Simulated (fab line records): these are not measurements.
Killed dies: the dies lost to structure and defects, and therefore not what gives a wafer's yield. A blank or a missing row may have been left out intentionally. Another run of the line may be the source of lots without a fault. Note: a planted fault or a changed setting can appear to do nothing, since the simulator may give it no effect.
Commonality check across tools	flow n5_finfet	13 lots and 34 wafers in the sample

## WHY THIS WAS OPENED
At N5_BEOL_M1_THK_MEAS_01 the reading M1_ILD_THK is flagged on 1 of 13 lots. Fault-free wafers read 79.4 nm, with a standard deviation of 1.2.
Rule: a lot is flagged in two cases, either no wafer of it has a number, or all its wafers with numbers fall more than 4 standard deviations from that mean. The rest of the lots are taken to be sound.

lot	measured	on	M1_ILD_THK (nm), wafer by wafer	flag
L976	day 7 13:16	film_metro-02	77.8 79.0 78.7	
L977	day 7 14:43	film_metro-02	79.5 80.2 79.1	
L978	day 7 14:54	film_metro-02	79.5 78.6 79.8	
L979	day 7 15:57	film_metro-01	76.9 77.2 78.1	
L982	day 7 16:35	film_metro-02	80.2 80.4	
L980	day 7 19:58	film_metro-01	79.6 82.4 81.3	
L984	day 7 22:24	film_metro-02	79.8 79.2	
L987	day 8 22:15	film_metro-01	56.8 57.4	FLAGGED
L989	day 9 11:14	film_metro-02	80.0 78.5 79.7	
L994	day 10 19:07	film_metro-02	77.3 79.2 78.9	
L995	day 10 21:22	film_metro-02	79.3 80.0	
L996	day 11 03:03	film_metro-01	78.8 80.6	
L998	day 11 13:43	film_metro-01	79.7 78.5 79.8	
On average the flagged lots' numbers are 57.1 nm, which is -22.3 nm against the usual, or -19 standard deviations.

## LOT BY LOT: THE TOOL USED
3 process steps preceding the reading are held in the record, out of 1938 steps in the route. Read each cell as the tool, then ch plus the chambers that the sampled wafers visited, then the start.
lot	flag	N5_BEOL_M0_SPUTTER_132	N5_BEOL_M0_ANNEAL_133	N5_BEOL_M1_ILD_DEP_00
L976		pvd_sputter-03, day 7 11:51	pvd_sputter-03, day 7 11:56	pecvd-03 ch 1,2, day 7 13:12
L977		pvd_sputter-02, day 7 13:08	pvd_sputter-02, day 7 13:13	pecvd-02 ch 0,1,2, day 7 14:38
L978		pvd_sputter-01, day 7 13:29	pvd_sputter-01, day 7 13:34	pecvd-02 ch 0,1, day 7 14:50
L979		pvd_sputter-02, day 7 14:32	pvd_sputter-02, day 7 14:37	pecvd-03 ch 1,2, day 7 15:53
L982		pvd_sputter-02, day 7 15:02	pvd_sputter-02, day 7 15:07	pecvd-01 ch 0,1, day 7 16:31
L980		pvd_sputter-01, day 7 18:20	pvd_sputter-01, day 7 18:25	pecvd-02 ch 0,1,2, day 7 19:53
L984		pvd_sputter-03, day 7 20:20	pvd_sputter-03, day 7 20:25	pecvd-03 ch 0,1, day 7 22:21
L987	FLAGGED	pvd_sputter-01, day 8 20:50	pvd_sputter-01, day 8 20:55	pecvd-02 ch 2, day 8 22:11
L989		pvd_sputter-02, day 9 08:42	pvd_sputter-02, day 9 08:47	pecvd-01 ch 0,1, day 9 11:10
L994		pvd_sputter-02, day 10 16:20	pvd_sputter-02, day 10 16:25	pecvd-03 ch 0,2, day 10 19:03
L995		pvd_sputter-02, day 10 19:23	pvd_sputter-02, day 10 19:28	pecvd-01 ch 0,1, day 10 21:19
L996		pvd_sputter-03, day 11 01:28	pvd_sputter-03, day 11 01:33	pecvd-01 ch 0,1, day 11 02:59
L998		pvd_sputter-01, day 11 12:03	pvd_sputter-01, day 11 12:08	pecvd-01 ch 0,1,2, day 11 13:39
What these steps do:
- N5_BEOL_M0_SPUTTER_132: material Cu, target thk 4 nm, time 7.37 s.
- N5_BEOL_M0_ANNEAL_133: time 60 s.
- N5_BEOL_M1_ILD_DEP_00: deposits SiOC from DEMS/O2, target thk 79 nm, time 15.3 s.
- N5_BEOL_M1_THK_MEAS_01

## FLAGGED OVER TOTAL, TOOL BY TOOL (the gauges that took the reading come last)
step	tool	lots run	flagged	share of the flagged lots	sound lots run after its first flagged lot
N5_BEOL_M0_SPUTTER_132	pvd_sputter-01	4	1	all	1 (L998)
N5_BEOL_M0_SPUTTER_132	pvd_sputter-02	6	0	none	-
N5_BEOL_M0_SPUTTER_132	pvd_sputter-03	3	0	none	-
N5_BEOL_M0_ANNEAL_133	pvd_sputter-01	4	1	all	1 (L998)
N5_BEOL_M0_ANNEAL_133	pvd_sputter-02	6	0	none	-
N5_BEOL_M0_ANNEAL_133	pvd_sputter-03	3	0	none	-
N5_BEOL_M1_ILD_DEP_00	pecvd-01	5	0	none	-
N5_BEOL_M1_ILD_DEP_00	pecvd-02	4	1	all	0
N5_BEOL_M1_ILD_DEP_00	pecvd-03	4	0	none	-
N5_BEOL_M1_THK_MEAS_01	film_metro-01	5	1	all	2 (L996,L998)
N5_BEOL_M1_THK_MEAS_01	film_metro-02	8	0	none	-

## THE TABLE: WHAT IT ALLOWS
4 rows of the table ran every flagged lot: pvd_sputter-01 at N5_BEOL_M0_SPUTTER_132, pvd_sputter-01 at N5_BEOL_M0_ANNEAL_133, pecvd-02 at N5_BEOL_M1_ILD_DEP_00, film_metro-01 at N5_BEOL_M1_THK_MEAS_01.
- pvd_sputter-01 at N5_BEOL_M0_SPUTTER_132: 1 of its 4 lots flagged. Sound lots followed the first flagged one (L998) on it, something a lasting fault affecting the whole tool could not allow.
- pvd_sputter-01 at N5_BEOL_M0_ANNEAL_133: 1 of its 4 lots flagged. Sound lots followed the first flagged one (L998) on it, something a lasting fault affecting the whole tool could not allow.
- pecvd-02 at N5_BEOL_M1_ILD_DEP_00: 1 of its 4 lots flagged. It ran its last sound lot, L980, at day 7 19:53 and its first flagged lot, L987, at day 8 22:11: a fault with its onset between the two fits.
- film_metro-01 at N5_BEOL_M1_THK_MEAS_01: 1 of its 5 lots flagged. Sound lots followed the first flagged one (L996, L998) on it, something a lasting fault affecting the whole tool could not allow.
Just one tool remains: pecvd-02 at N5_BEOL_M1_ILD_DEP_00.

## WHAT THE SIMULATOR HAD PUT IN
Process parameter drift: pecvd-02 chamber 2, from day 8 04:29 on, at N5_BEOL_M1_ILD_DEP_00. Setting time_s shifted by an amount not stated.
Shown lots that were struck: L987. This agrees with what the rule above found.
